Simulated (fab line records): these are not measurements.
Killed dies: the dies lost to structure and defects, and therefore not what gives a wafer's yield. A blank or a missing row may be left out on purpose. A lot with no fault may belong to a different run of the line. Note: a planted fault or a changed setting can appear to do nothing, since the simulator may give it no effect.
fab line records	flow n5_finfet
record lots=6	wafers=17	last_day=17
route steps=1938 shown BEOL_M11@1560 PASSIVATION@1936
lots that met no fault: from a run of the same line without faults
start_h: hours from the record's first day to the start of the lot's first wafer shown	wait_h: hours elapsed since this lot's preceding step	" as in the row above	L1.1+2: a single row standing in for several wafers	- either no value or no given start	* or withheld: withheld	< > ~ a bound
route shown NAME@n: a module of which the file shows steps, and the number in the route of the first	usual: the fault-free wafers' mean and standard deviation	same: alike in all rows	chamber/n: place in a boat	sites: readings site by site	_std_site: the values' standard deviation	_edge_site: inner sites' mean taken away from outer sites' mean	radius_mm: for every site, how far away it sits from the centre of the wafer	mask NAME#n: copy n	behind: tool/chamber where the wafer was last shaped	hold: the reason the lot was held/the length of the hold in hours/how it ended	device: the n, p or np transistor that did not switch	end of line: tests of these same wafers at the route's end	for a step that has no rows: nothing shown but its recipe	killed: count of dies lost to structure and defects at first sort (not the wafer's yield)	map: a wafer's dies, marking killed ones x, the rest . and places with no die _
set.NAME: the setting the step ran with; set.NAME@STEP: the setting that earlier step ran with	model.NAME: the simulator's own value behind a step, which no gauge read
certain route steps with their lots: each step a table, each wafer a row
services: a tool's chamber out of use, with start hour (start_h, from the record's first day; less than 0 if before it), hours out, and reason
## steps
# step N5_BEOL_M11_COAT_63
# recipe resist=SOC	temp_c=250	time_s=60	spin_rpm=1500	resist_thk_nm=100
# step N5_BEOL_M11_COAT_64
# recipe resist=SiARC	temp_c=220	time_s=60	spin_rpm=1500	resist_thk_nm=30
# step N5_BEOL_M11_COAT_22
# recipe resist=CAR-ArF	spin_rpm=1500	resist_thk_nm=90
# step N5_BEOL_M11_EBR_24
# recipe solvent=PGMEA	ebr_width_mm=1.5
# step N5_BEOL_M11_SOFTBAKE_23
# recipe temp_c=110	time_s=60	resist=CAR-ArF
# step N5_BEOL_M11_EXPOSE_25
# recipe mask_id=V10	na=1.35	source_shape=annular	sigma_inner=0.5	sigma_outer=0.8	polarization=unpolarized	dose_mj=85.5
# step N5_BEOL_M11_PEB_26
# recipe peb_temp_c=withheld	peb_time_s=60	resist=CAR-ArF
# step N5_BEOL_M11_DEVELOP_27
# recipe develop_time_s=30	developer=TMAH	resist=CAR-ArF	rinse_liquid=diw	dry=air_spin	dev_temp_c=23
# step N5_BEOL_M11_CD_MEAS_28
# recipe target_cd_nm=70	landing_energy_ev=500	detector=se_inlens	polarity=opening
# usual cd_nm=70.7/1
lot.wafer	tool	chamber	start_h	wait_h	cd_nm
L680.1	cd_sem-01	0	255.21	-	69.2
L680.5	"	0	"	"	70.2
L680.6	"	0	"	"	71.4
L684.1	cd_sem-03	0	283.43	-	71.4
L684.4	"	0	"	"	70.8
L684.5	"	0	"	"	71.9
L685.1	cd_sem-02	0	292.26	-	70.5
L685.4	"	0	"	"	70.9
L686.3	cd_sem-01	0	292.88	-	70.6
L686.4	"	0	"	"	68.5
L686.5	"	0	"	"	69.3
L693.2	cd_sem-01	0	344.05	-	71.7
L693.4	"	0	"	"	72.8
L693.6	"	0	"	"	72.7
L694.2	cd_sem-03	0	357.14	-	71.4
L694.3	"	0	"	"	69.4
L694.6	"	0	"	"	71.3
# step N5_BEOL_M11_OVL_MEAS_29
# recipe points_per_wafer=44
# usual V10_OVL=0.4/0.78
lot.wafer	tool	chamber	start_h	wait_h	V10_OVL[nm]
L680.1	overlay-01	0	255.24	0.0	0.1
L680.5	"	0	"	"	0.0
L680.6	"	0	"	"	0.4
L684.1	overlay-02	0	283.46	0.0	1.5
L684.4	"	0	"	"	1.5
L684.5	"	0	"	"	1.3
L685.1	overlay-01	0	292.29	0.0	1.0
L685.4	"	0	"	"	0.6
L686.3	overlay-01	0	292.91	0.0	1.0
L686.4	"	0	"	"	1.5
L686.5	"	0	"	"	0.7
L693.2	overlay-02	0	344.08	0.0	2.0
L693.4	"	0	"	"	1.5
L693.6	"	0	"	"	1.8
L694.2	overlay-02	0	357.16	0.0	0.0
L694.3	"	0	"	"	1.1
L694.6	"	0	"	"	0.2
# step N5_BEOL_M11_INSPECT_30
# recipe mode=adi	inspect_instrument=brightfield
# usual raw_defect_count=417/110
lot.wafer	tool	chamber	start_h	wait_h	raw_defect_count
L680.1	defect_inspect-02	-	255.26	0.0	409
L680.5	"	-	"	"	737
L680.6	"	-	"	"	571
L684.1	defect_inspect-02	-	283.49	0.0	570
L684.4	"	-	"	"	587
L684.5	"	-	"	"	605
L685.1	defect_inspect-02	-	292.31	0.0	340
L685.4	"	-	"	"	364
L686.3	defect_inspect-02	-	292.94	0.0	524
L686.4	"	-	"	"	445
L686.5	"	-	"	"	392
L693.2	defect_inspect-02	-	344.10	0.0	438
L693.4	"	-	"	"	575
L693.6	"	-	"	"	353
L694.2	defect_inspect-01	-	357.19	0.0	648
L694.3	"	-	"	"	466
L694.6	"	-	"	"	542
# step N5_BEOL_M11_DESCUM_33
# recipe chemistry=O2	time_s=7.9	source_power_w=50	bias_power_w=20	pressure_mtorr=20	rf_frequency_hz=2.712e+07	temp_c=40	resist=CAR-ArF	o2_flow_sccm=225
# usual drypump_motor_current_A=5.8/0.51	oes_product_au=0.74/0.094	rf_vpp_V=243.3/1.4	showerhead_plenum_p_Torr=2.11/0.077	throttle_valve_pct=20.50/0.19
lot.wafer	tool	chamber	start_h	wait_h	drypump_motor_current_A	oes_product_au	rf_hours_counter_h	rf_vpp_V	showerhead_plenum_p_Torr	throttle_valve_pct
L680.1	rie_diel-06	1	256.06	0.8	5.7	0.68	227	244.2	2.17	20.38
L680.5	"	2	"	"	6.7	0.76	-	241.7	2.02	20.49
L680.6	"	3	"	"	5.2	0.72	-	241.6	1.99	20.63
L684.1	rie_diel-06	3	283.54	0.1	5.2	0.71	238	241.1	1.99	20.67
L684.4	"	1	"	"	5.7	0.68	235	244.2	2.17	20.39
L684.5	"	3	"	"	5.2	0.72	-	240.4	1.99	20.66
L685.1	rie_diel-06	1	292.49	0.2	5.7	0.67	237	244.9	2.17	20.40
L685.4	"	0	"	"	5.7	0.67	233	243.1	2.18	20.57
L686.3	rie_diel-06	3	293.48	0.5	5.2	0.71	241	242.6	1.99	20.66
L686.4	"	0	"	"	5.7	0.67	233	244.6	2.18	20.60
L686.5	"	3	"	"	5.2	0.71	-	241.1	1.99	20.66
L693.2	rie_diel-05	3	344.13	0.0	6.0	0.90	17	242.8	2.06	20.21
L693.4	"	1	"	"	5.1	0.67	233	244.8	2.15	20.65
L693.6	"	0	"	"	5.3	0.72	-	245.2	2.16	20.26
L694.2	rie_diel-03	1	357.22	0.0	6.4	0.93	10	244.8	2.13	20.21
L694.3	"	0	"	"	5.9	0.68	243	245.3	2.14	20.52
L694.6	"	2	"	"	5.7	0.74	-	243.0	2.11	20.88
# step N5_BEOL_M11_ETCH_65
# recipe chemistry=CF4	target=SiARC	target_depth_a=390	mask_material=CAR-ArF	time_s=65	ion_energy_ev=80	pressure_mtorr=40	source_w=545	bias_w=36	Ar_flow_sccm=100	cf4_flow_sccm=100	ends=cleared
# usual drypump_motor_current_A=5.8/0.51	etch_rf_on_time_s=65.5/1.7	oes_product_au=0.63/0.083	rf_vpp_V=184.2/1.3	showerhead_plenum_p_Torr=2.15/0.068	throttle_valve_pct=15.65/0.21
lot.wafer	tool	chamber	start_h	wait_h	drypump_motor_current_A	etch_rf_on_time_s	oes_product_au	rf_hours_counter_h	rf_vpp_V	showerhead_plenum_p_Torr	throttle_valve_pct
L680.1	rie_diel-06	1	256.09	0.0	5.7	65.2	0.58	227	182.6	2.21	15.59
L680.5	"	2	"	"	6.7	65.6	0.64	-	182.3	2.07	15.73
L680.6	"	3	"	"	5.1	64.6	0.62	-	182.0	2.05	15.85
L684.1	rie_diel-06	3	283.58	0.0	5.2	64.7	0.61	238	182.9	2.05	15.85
L684.4	"	1	"	"	5.7	65.0	0.57	235	184.7	2.21	15.58
L684.5	"	3	"	"	5.2	64.6	0.61	-	182.0	2.05	15.85
L685.1	rie_diel-06	1	292.53	0.0	5.7	128.5	0.46	237	184.7	2.21	15.59
L685.4	"	0	"	"	5.7	68.5	0.57	233	183.9	2.18	15.51
L686.3	rie_diel-06	3	293.51	0.0	5.2	128.1	0.49	241	181.3	2.05	15.85
L686.4	"	0	"	"	5.8	67.9	0.57	233	185.6	2.18	15.52
L686.5	"	3	"	"	5.2	65.2	0.61	-	182.8	2.05	15.86
L693.2	rie_diel-05	3	344.17	0.0	6.0	62.3	0.79	17	184.2	2.11	15.40
L693.4	"	1	"	"	5.1	65.7	0.58	233	183.4	2.21	15.94
L693.6	"	0	"	"	5.3	61.1	0.63	-	184.9	2.22	15.55
L694.2	rie_diel-03	1	357.26	0.0	6.4	65.5	0.79	10	183.5	2.18	15.35
L694.3	"	0	"	"	5.9	67.8	0.57	243	186.0	2.20	15.76
L694.6	"	2	"	"	5.6	67.4	0.62	-	183.3	2.15	15.93
# step N5_BEOL_M11_ETCH_66
# recipe chemistry=N2/H2	target=SOC	target_depth_a=1200	overetch_a=240	mask_material=SiARC	temp_c=40	time_s=180	ion_energy_ev=200	pressure_mtorr=30	source_w=840	bias_w=150	n2_flow_sccm=200	h2_flow_sccm=200
# usual drypump_motor_current_A=5.8/0.51	oes_product_au=0.60/0.074	rf_vpp_V=524.1/2.5	showerhead_plenum_p_Torr=2.56/0.095	throttle_valve_pct=17.87/0.26
lot.wafer	tool	chamber	start_h	wait_h	drypump_motor_current_A	oes_product_au	rf_hours_counter_h	rf_vpp_V	showerhead_plenum_p_Torr	throttle_valve_pct
L680.1	rie_diel-06	1	256.14	0.0	5.7	0.55	227	525.3	2.60	17.65
L680.5	"	2	"	"	6.7	0.61	-	520.9	2.44	17.95
L680.6	"	3	"	"	5.1	0.58	-	520.9	2.39	17.80
L684.1	rie_diel-06	3	283.63	0.0	5.2	0.58	238	520.3	2.39	17.80
L684.4	"	1	"	"	5.7	0.54	235	524.7	2.60	17.66
L684.5	"	3	"	"	5.2	0.57	-	520.3	2.39	17.80
L685.1	rie_diel-06	1	292.58	0.0	5.7	0.55	237	526.2	2.60	17.66
L685.4	"	0	"	"	5.7	0.55	233	525.3	2.61	17.82
L686.3	rie_diel-06	3	293.56	0.0	5.2	0.57	241	521.4	2.39	17.81
L686.4	"	0	"	"	5.7	0.55	234	527.4	2.61	17.82
L686.5	"	3	"	"	5.2	0.57	-	521.9	2.39	17.80
L693.2	rie_diel-05	3	344.22	0.0	6.0	0.74	17	522.5	2.50	17.68
L693.4	"	1	"	"	5.1	0.55	233	525.3	2.64	18.25
L693.6	"	0	"	"	5.3	0.58	-	527.2	2.62	17.62
L694.2	rie_diel-03	1	357.31	0.0	6.4	0.74	10	525.7	2.62	17.84
L694.3	"	0	"	"	5.9	0.55	243	525.7	2.63	18.13
L694.6	"	2	"	"	5.6	0.60	-	524.5	2.55	18.21
# step N5_PASSIVATION_PROBE_49
# usual defect_limited_yield=91.5/1.5	killed_at_M0_to_M3=32/10	killed_at_M4_up=13/4.9	killed_at_contacts=13/6.1	killed_at_front_end=38/11	killed_at_other=3/3.2	killed_dies=101/18	killed_open=66/13	killed_short=32/8.3	sort_bin_5_function=5.0/1	sort_bin_6_memory=3.2/0.74	sort_bin_8_speed=0.1/1.1	sort_n_pass=1078/22	sort_yield_pct=91.3/1.9
# same gross_dies=1180	killed_at_back_side=0	sort_bin_4_leakage[%]=0
lot.wafer	tool	chamber	start_h	wait_h	defect_limited_yield[%]	killed_at_M0_to_M3	killed_at_M4_up	killed_at_contacts	killed_at_front_end	killed_at_other	killed_dies	killed_open	killed_short	sort_bin_5_function[%]	sort_bin_6_memory[%]	sort_bin_8_speed[%]	sort_n_pass	sort_yield_pct[%]
L680.1	prober-02	-	299.34	0.0	91.9	34	13	15	32	2	96	61	32	5.2	2.7	0	1084	91.9
L680.5	prober-02	-	299.54	0.2	90.2	31	29	15	36	5	116	84	29	6.4	3.1	0	1064	90.2
L680.6	prober-02	-	299.59	0.3	89.7	32	11	28	47	3	121	86	32	6.3	3.7	0	1059	89.7
L684.1	prober-01	-	333.57	0.2	90.7	51	19	3	30	7	110	79	28	5.3	3.8	0.4	1065	90.3
L684.4	prober-01	-	333.72	0.4	92.5	24	16	9	36	3	88	52	30	4.5	2.8	0	1092	92.5
L684.5	prober-01	-	333.77	0.4	91.9	26	7	15	45	2	95	65	25	5.5	2.0	0	1085	91.9
L685.1	prober-02	-	335.35	0.0	91.4	26	9	3	55	8	101	43	55	4.7	3.1	0	1079	91.4
L685.4	prober-02	-	335.50	0.2	88.2	48	11	15	58	7	139	87	51	6.7	4.4	0	1041	88.2
L686.3	prober-01	-	335.45	0.1	92.8	27	8	16	31	3	85	54	27	3.3	3.3	0	1095	92.8
L686.4	prober-01	-	335.50	0.2	91.3	23	9	21	46	4	103	63	38	5.0	3.2	0	1077	91.3
L686.5	prober-01	-	335.55	0.2	90.9	35	17	19	31	5	107	67	38	4.7	4.2	0	1073	90.9
L693.2	prober-02	-	392.81	0.5	90.3	42	10	12	49	1	114	68	45	5.0	4.2	0.1	1066	90.3
L693.4	prober-02	-	392.91	0.6	92.3	29	13	13	31	5	91	55	32	5.1	2.5	0	1089	92.3
L693.6	prober-02	-	393.01	0.7	92.2	37	9	5	37	4	92	58	34	4.7	2.7	0	1088	92.2
L694.2	prober-01	-	406.21	0.1	91.9	35	14	5	36	5	95	67	28	4.9	2.9	0	1085	91.9
L694.3	prober-01	-	406.26	0.1	92.2	30	10	16	35	1	92	67	16	3.9	3.1	0	1088	92.2
L694.6	prober-01	-	406.41	0.3	92.2	36	8	11	35	2	92	59	32	4.4	3.1	0.4	1083	91.8
# killed by level:class
L680.1 FIN_SAQP:geometric_particle:open=18 MOL_CONTACT_COAG:geometric_particle:open=12 BEOL_M0_SAQP:geometric_particle:short=10 BEOL_M0_SAQP:geometric_particle:open=5 BEOL_M3:geometric_particle:short=5 BEOL_M4:geometric_particle:open=5 GATE_CUT:geometric_particle:short=4 BEOL_M1:geometric_particle:open=4
L680.5 FIN_SAQP:geometric_particle:open=16 MOL_CONTACT_COAG:geometric_particle:open=12 BEOL_M4:geometric_particle:open=11 BEOL_M0_SAQP:geometric_particle:short=10 BEOL_M2:geometric_particle:open=9 BEOL_M0_SAQP:geometric_particle:open=6 BEOL_M8:geometric_particle:open=4 PASS1_DEP:geometric_particle:open=4
L680.6 MOL_CONTACT_COAG:geometric_particle:open=21 FIN_SAQP:geometric_particle:open=17 STI_FIN_REVEAL:geometric_particle:open=9 MOL_CONTACT_COAG:geometric_particle:short=7 BEOL_M0_SAQP:geometric_particle:short=7 BEOL_M1:geometric_particle:open=6 BEOL_M2:geometric_particle:open=6 BEOL_M0_SAQP:geometric_particle:open=5
L684.1 BEOL_M3:geometric_particle:open=14 BEOL_M2:geometric_particle:open=12 BEOL_M0_SAQP:geometric_particle:open=8 BEOL_M0:geometric_particle:open=5 BEOL_M4:geometric_particle:open=5 STARTING-WAFER:geometric_particle:short=5 FIN_SAQP:geometric_particle:open=4 STI_FIN_REVEAL:geometric_particle:open=4
L684.4 FIN_SAQP:geometric_particle:short=13 BEOL_M2:geometric_particle:open=8 MOL_CONTACT_COAG:geometric_particle:open=7 FIN_SAQP:geometric_particle:open=5 GATE_CUT:geometric_particle:short=4 BEOL_M0_SAQP:geometric_particle:short=4 BEOL_M4:geometric_particle:open=4 STI_FIN_REVEAL:geometric_particle:open=3
L684.5 FIN_SAQP:geometric_particle:short=12 BEOL_M3:geometric_particle:open=12 MOL_CONTACT_COAG:geometric_particle:open=10 STI_FIN_REVEAL:geometric_particle:open=8 FIN_SAQP:geometric_particle:open=7 BEOL_M2:geometric_particle:open=6 BEOL_M0_SAQP:geometric_particle:open=4 GATE_CUT:geometric_particle:open=3
L685.1 GATE_CUT:geometric_particle:short=16 FIN_SAQP:geometric_particle:short=11 BEOL_M0_SAQP:geometric_particle:short=8 STI_FIN_REVEAL:geometric_particle:open=6 BEOL_M0_SAQP:geometric_particle:open=6 FIN_SAQP:geometric_particle:open=5 GATE_CUT:geometric_particle:open=4 BEOL_M1:geometric_particle:open=4
L686.3 MOL_CONTACT_COAG:geometric_particle:open=12 BEOL_M1:geometric_particle:open=9 FIN_SAQP:geometric_particle:short=6 BEOL_M0_SAQP:geometric_particle:open=6 FIN_SAQP:geometric_particle:open=5 STI_FIN_REVEAL:geometric_particle:open=5 GATE_CUT:geometric_particle:short=4 MOL_CONTACT_COAG:geometric_particle:short=3
L685.4 FIN_SAQP:geometric_particle:short=17 BEOL_M0_SAQP:geometric_particle:short=16 FIN_SAQP:geometric_particle:open=15 MOL_CONTACT_COAG:geometric_particle:open=11 BEOL_M2:geometric_particle:open=8 BEOL_M0_SAQP:geometric_particle:open=7 BEOL_M1:geometric_particle:open=7 STI_FIN_REVEAL:geometric_particle:open=6
L686.4 MOL_CONTACT_COAG:geometric_particle:open=13 FIN_SAQP:geometric_particle:short=9 FIN_SAQP:geometric_particle:open=7 DUMMY_GATE:geometric_particle:open=7 GATE_CUT:geometric_particle:short=7 GATE_CUT:geometric_particle:open=7 MOL_CONTACT_COAG:geometric_particle:short=7 BEOL_M0_SAQP:geometric_particle:short=7
L686.5 MOL_CONTACT_COAG:geometric_particle:open=14 BEOL_M0_SAQP:geometric_particle:open=13 GATE_CUT:geometric_particle:short=9 STI_FIN_REVEAL:geometric_particle:open=8 BEOL_M0_SAQP:geometric_particle:short=8 BEOL_M1:geometric_particle:open=8 FIN_SAQP:geometric_particle:short=5 MOL_CONTACT_COAG:geometric_particle:short=5
L693.2 BEOL_M2:geometric_particle:open=12 GATE_CUT:geometric_particle:short=10 STI_FIN_REVEAL:geometric_particle:open=9 DUMMY_GATE:geometric_particle:open=8 MOL_CONTACT_COAG:geometric_particle:open=8 BEOL_M1:geometric_particle:short=8 BEOL_M1:geometric_particle:open=7 FIN_SAQP:geometric_particle:short=6
L693.4 MOL_CONTACT_COAG:geometric_particle:open=10 BEOL_M2:geometric_particle:open=9 FIN_SAQP:geometric_particle:short=6 BEOL_M1:geometric_particle:open=5 DUMMY_GATE:geometric_particle:open=4 GATE_CUT:geometric_particle:short=4 BEOL_M0_SAQP:geometric_particle:open=4 BEOL_M3:geometric_particle:open=4
L693.6 BEOL_M2:geometric_particle:open=13 BEOL_M1:geometric_particle:short=7 GATE_CUT:geometric_particle:short=6 STI_FIN_REVEAL:geometric_particle:open=5 DUMMY_GATE:geometric_particle:open=5 GATE_CUT:geometric_particle:open=4 STARTING-WAFER:geometric_particle:short=4 BEOL_M0:geometric_particle:open=4
L694.2 STI_FIN_REVEAL:geometric_particle:open=15 BEOL_M3:geometric_particle:open=10 BEOL_M1:geometric_particle:open=8 GATE_CUT:geometric_particle:short=6 BEOL_M4:geometric_particle:open=6 MOL_CONTACT_COAG:geometric_particle:open=4 BEOL_M0_SAQP:geometric_particle:open=4 BEOL_M0_SAQP:geometric_particle:short=4
L694.3 STI_FIN_REVEAL:geometric_particle:open=14 MOL_CONTACT_COAG:geometric_particle:open=14 BEOL_M1:geometric_particle:open=10 HKMG_FIN:area_etch=9 BEOL_M0_SAQP:geometric_particle:open=7 BEOL_M0_SAQP:geometric_particle:short=5 BEOL_M2:geometric_particle:open=5 BEOL_M4:geometric_particle:open=4
L694.6 STI_FIN_REVEAL:geometric_particle:open=11 FIN_SAQP:geometric_particle:short=10 BEOL_M3:geometric_particle:open=9 FIN_SAQP:geometric_particle:open=8 BEOL_M0_SAQP:geometric_particle:open=7 MOL_CONTACT_COAG:geometric_particle:open=6 BEOL_M1:geometric_particle:open=6 MOL_CONTACT_COAG:geometric_particle:short=5
## services
tool	chamber	start_h	hours	kind
rie_diel-03	-	242.73	14.6	pm
rie_diel-05	3	272.30	-	clean
rie_diel-05	3	272.30	-	consumable_replace:focus_ring
rie_diel-05	3	272.30	16.6	scheduled_down
rie_diel-05	3	272.30	16.6	vent_cycle
rie_diel-05	1	282.09	17.6	repair
rie_diel-05	2	299.70	4.2	repair
rie_diel-05	-	302.74	1.0	repair
rie_diel-06	3	323.07	-	clean
rie_diel-06	3	323.07	-	consumable_replace:focus_ring
rie_diel-06	3	323.07	-	consumable_replace:showerhead
rie_diel-06	3	323.07	16.6	scheduled_down
rie_diel-06	3	323.07	16.6	vent_cycle
rie_diel-06	1	329.32	4.8	repair
rie_diel-06	1	340.37	-	clean
rie_diel-06	1	340.37	-	consumable_replace:focus_ring
rie_diel-06	1	340.37	16.4	scheduled_down
rie_diel-06	1	340.37	16.4	vent_cycle
rie_diel-05	2	346.06	7.8	repair
rie_diel-03	3	352.59	6.3	repair
rie_diel-06	0	356.74	-	clean
rie_diel-06	0	356.74	-	consumable_replace:focus_ring
rie_diel-06	0	356.74	13.6	scheduled_down
rie_diel-06	0	356.74	13.6	vent_cycle
## key
first_sign step=N5_BEOL_M11_ETCH_65	reading=etch_rf_on_time_s	direction=up	sigmas=37	usual=*	struck=*
effect none on later readings
met_at N5_BEOL_M11_ETCH_65
struck_wafers L685.1,L686.3
onset_between 283.58 292.53
fault kind=process_parameter_drift	tool=rie_diel-06	chamber=-	onset_h=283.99	steps=N5_BEOL_M11_ETCH_65	channel=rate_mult	offset=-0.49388	shape=step	end_h=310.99	scope=struck_wafers_only
